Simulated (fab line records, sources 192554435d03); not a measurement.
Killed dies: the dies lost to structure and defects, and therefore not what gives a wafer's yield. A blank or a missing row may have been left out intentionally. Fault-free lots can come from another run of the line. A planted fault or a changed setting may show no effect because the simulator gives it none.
Which tool did it?    flow n5-finfet    24 lots, 72 wafers sampled, at 3 steps of a route of 1938

WHAT THE GAUGES SHOWED, per wafer
N5_BEOL_M0_SAQP_OVL_MEAS_41. Usual: M0_CUT1_OVL typically reads -0.3 nm, with standard deviation 0.68.
lot   measured      on          M0_CUT1_OVL (nm)  flag
L074  day 6 05:07   overlay-02  -0.9 1.1 -0.8     
L076  day 6 07:37   overlay-01  -1.2 -1.0 -1.0    
L077  day 6 23:47   overlay-01  0.0 -0.4 0.3      
L078  day 7 02:16   overlay-02  -0.2 0.7 -0.2     
L075  day 7 02:19   overlay-01  0.3 1.2 0.9       
L079  day 7 02:39   overlay-02  0.9 1.1 -0.5      
L080  day 7 08:25   overlay-02  0.3 0.0 -0.3      
L081  day 7 14:55   overlay-02  -1.1 -0.4 -0.7    
L082  day 7 20:17   overlay-02  -0.3 0.3 -0.1     
L083  day 8 01:46   overlay-02  -0.5 -0.4 -0.2    
L084  day 8 11:57   overlay-01  0.1 -0.1 -1.4     
L085  day 8 18:20   overlay-01  -1.1 -0.5 -1.2    
L086  day 8 20:50   overlay-02  -0.2 0.6 0.0      
L087  day 8 23:59   overlay-02  -1.4 -1.2 -1.8    
L088  day 9 05:56   overlay-02  0.1 0.7 0.0       
L089  day 9 15:24   overlay-01  -0.5 -0.1 -0.7    
L090  day 9 17:13   overlay-01  -1.8 -0.5 -1.0    
L091  day 9 19:48   overlay-02  -0.1 -0.9 -0.7    
L092  day 10 05:30  overlay-02  -0.2 -0.3 0.2     
L093  day 10 09:25  overlay-01  -0.3 -0.2 0.6     
L094  day 10 20:26  overlay-02  0.3 1.4 -0.1      
L095  day 11 01:15  overlay-02  -0.7 -0.2 -0.2    
L096  day 11 04:46  overlay-02  1.0 -0.8 -1.4     
L097  day 11 11:47  overlay-01  -0.8 0.0 -0.4     

WHICH TOOL RAN EACH LOT (tool, then ch and the chambers of the sampled wafers, then the start)
lot   N5_BEOL_M0_SAQP_STRIP_86            N5_BEOL_M0_SAQP_RECESS_114
L074  rie-diel-03 ch 0,1,3, day 6 01:49   vapor-etch-01 ch 0,1, day 6 02:04
L076  rie-diel-06 ch 0,1, day 6 03:38     vapor-etch-01 ch 0,1, day 6 03:46
L077  rie-diel-02 ch 0,3, day 6 20:20     vapor-etch-01 ch 0,1, day 6 20:28
L078  rie-diel-06 ch 0,1,2, day 6 20:28   vapor-etch-02 ch 0,1, day 6 20:35
L075  rie-diel-06 ch 0,1,3, day 6 20:37   vapor-etch-01 ch 0,1, day 6 20:50
L079  rie-diel-06 ch 1,2,3, day 6 21:02   vapor-etch-01 ch 0,1, day 6 21:11
L080  rie-diel-02 ch 0,1,2, day 7 04:51   vapor-etch-02 ch 0,1, day 7 04:59
L081  rie-diel-03 ch 2,3, day 7 11:26     vapor-etch-01 ch 0,1, day 7 11:37
L082  rie-diel-06 ch 1,2,3, day 7 16:53   vapor-etch-02 ch 0, day 7 17:04
L083  rie-diel-02 ch 2,3, day 7 20:38     vapor-etch-02 ch 0,1, day 7 20:46
L084  rie-diel-03 ch 0,1,2, day 8 06:49   vapor-etch-02 ch 0,1, day 8 06:56
L085  rie-diel-06 ch 0,2, day 8 14:21     vapor-etch-01 ch 0,1, day 8 14:29
L086  rie-diel-03 ch 0,3, day 8 16:43     vapor-etch-02 ch 0,1, day 8 16:58
L087  rie-diel-02 ch 1,2,3, day 8 19:50   vapor-etch-02 ch 0,1, day 8 19:58
L088  rie-diel-02 ch 0,2,3, day 9 01:16   vapor-etch-01 ch 0,1, day 9 01:43
L089  rie-diel-06 ch 0,1, day 9 11:28     vapor-etch-02 ch 0,1, day 9 11:36
L090  rie-diel-02 ch 0,1,3, day 9 13:13   vapor-etch-01 ch 0,1, day 9 13:20
L091  rie-diel-06 ch 2,3, day 9 15:54     vapor-etch-01 ch 0,1, day 9 16:13
L092  rie-diel-02 ch 0,1,3, day 10 02:02  vapor-etch-01 ch 0,1, day 10 02:17
L093  rie-diel-03 ch 0,1,2, day 10 05:16  vapor-etch-01 ch 0,1, day 10 05:24
L094  rie-diel-02 ch 0,3, day 10 16:52    vapor-etch-01 ch 0,1, day 10 17:02
L095  rie-diel-06 ch 0,2,3, day 10 21:50  vapor-etch-01 ch 0,1, day 10 21:58
L096  rie-diel-03 ch 0,1,3, day 11 01:25  vapor-etch-02 ch 0,1, day 11 01:33
L097  rie-diel-06 ch 1,2,3, day 11 08:24  vapor-etch-01 ch 0,1, day 11 08:32
- N5_BEOL_M0_SAQP_STRIP_86: strips in N2/H2.
- N5_BEOL_M0_SAQP_RECESS_114: chemistry HF/NH3, target SiO2, target depth 14.4 nm, afs cycles 3, sublimation time 60 s.

AS READ BY THE TOOLS THEMSELVES (means over the sampled wafers that have a number; for cases with no such wafer, the mark the record gives instead)
N5_BEOL_M0_SAQP_STRIP_86. Usual: drypump-motor-current-A 5.7 A, standard deviation 0.36; oes-product-au 0.77 a.u., standard deviation 0.085; rf-vpp-V 121.8 V, standard deviation 1.5; showerhead-plenum-p-Torr 3.34 Torr, standard deviation 0.13; throttle-valve-pct 18.8 %, standard deviation 0.37.
lot   tool         drypump-motor-current-A (A)  oes-product-au (a.u.)  rf-vpp-V (V)  showerhead-plenum-p-Torr (Torr)  throttle-valve-pct (%)  flag
L074  rie-diel-03  5.9                          0.73                   121.9         3.38                             18.7                    
L076  rie-diel-06  5.7                          0.76                   122.0         3.24                             18.8                    
L077  rie-diel-02  5.5                          0.88                   121.9         3.46                             18.7                    
L078  rie-diel-06  5.7                          0.74                   120.9         3.33                             18.6                    
L075  rie-diel-06  5.6                          0.72                   121.3         3.23                             19.0                    
L079  rie-diel-06  5.6                          0.74                   122.2         3.30                             18.9                    
L080  rie-diel-02  5.5                          0.78                   120.1         3.28                             19.0                    
L081  rie-diel-03  6.2                          0.74                   121.6         3.26                             18.7                    
L082  rie-diel-06  5.6                          0.73                   122.4         3.30                             19.0                    
L083  rie-diel-02  5.6                          0.81                   121.6         3.45                             18.9                    
L084  rie-diel-03  5.7                          0.71                   121.6         3.32                             18.9                    
L085  rie-diel-06  5.7                          0.90                   120.8         3.35                             18.2                    
L086  rie-diel-03  6.1                          0.72                   121.3         3.33                             18.7                    
L087  rie-diel-02  5.4                          0.77                   122.3         3.38                             19.1                    
L088  rie-diel-02  5.7                          0.79                   121.3         3.34                             18.8                    
L089  rie-diel-06  5.7                          0.89                   122.1         3.26                             18.4                    
L090  rie-diel-02  5.3                          0.81                   123.1         3.38                             18.9                    
L091  rie-diel-06  5.5                          0.88                   122.2         3.55                             19.0                    
L092  rie-diel-02  5.4                          0.80                   121.4         3.37                             18.9                    
L093  rie-diel-03  5.7                          0.79                   121.4         3.31                             18.7                    
L094  rie-diel-02  5.7                          0.81                   122.2         3.33                             18.7                    
L095  rie-diel-06  5.6                          0.85                   120.6         3.45                             18.6                    
L096  rie-diel-03  5.9                          0.78                   120.2         3.36                             18.6                    
L097  rie-diel-06  5.6                          0.79                   122.4         3.42                             18.9                    

N5_BEOL_M0_SAQP_RECESS_114. Usual: drypump-motor-current-A at 5.7 A, with a standard deviation of 0.43.
lot   tool           drypump-motor-current-A (A)  flag
L074  vapor-etch-01  5.9                          
L076  vapor-etch-01  5.6                          
L077  vapor-etch-01  5.7                          
L078  vapor-etch-02  5.8                          
L075  vapor-etch-01  5.6                          
L079  vapor-etch-01  5.7                          
L080  vapor-etch-02  5.5                          
L081  vapor-etch-01  5.9                          
L082  vapor-etch-02  6.1                          
L083  vapor-etch-02  5.5                          
L084  vapor-etch-02  5.8                          
L085  vapor-etch-01  5.6                          
L086  vapor-etch-02  5.5                          
L087  vapor-etch-02  5.8                          
L088  vapor-etch-01  5.9                          
L089  vapor-etch-02  5.8                          
L090  vapor-etch-01  5.7                          
L091  vapor-etch-01  5.7                          
L092  vapor-etch-01  5.6                          
L093  vapor-etch-01  5.9                          
L094  vapor-etch-01  5.6                          
L095  vapor-etch-01  5.9                          
L096  vapor-etch-02  5.5                          
L097  vapor-etch-01  5.9                          

THE ANSWER, worked out from the rows above alone
Rule: a lot counts as off when the mean over its wafers that have a number is more than 3 standard deviations away from the usual mean. A lot without any number at a reading at which 4 lots or more have one is off too. Any other lot the step has rows for is counted as sound. Order of review: gauges by route order, followed by the tools' own readings, for which a lot's mean as printed above is used. The first step at which some lot is off is used, and at that step the reading that is off furthest; a lot without a number counts as furthest.
None of the lots is off at any reading shown; this tells nothing.

WHAT HAD BEEN PUT IN BY THE SIMULATOR
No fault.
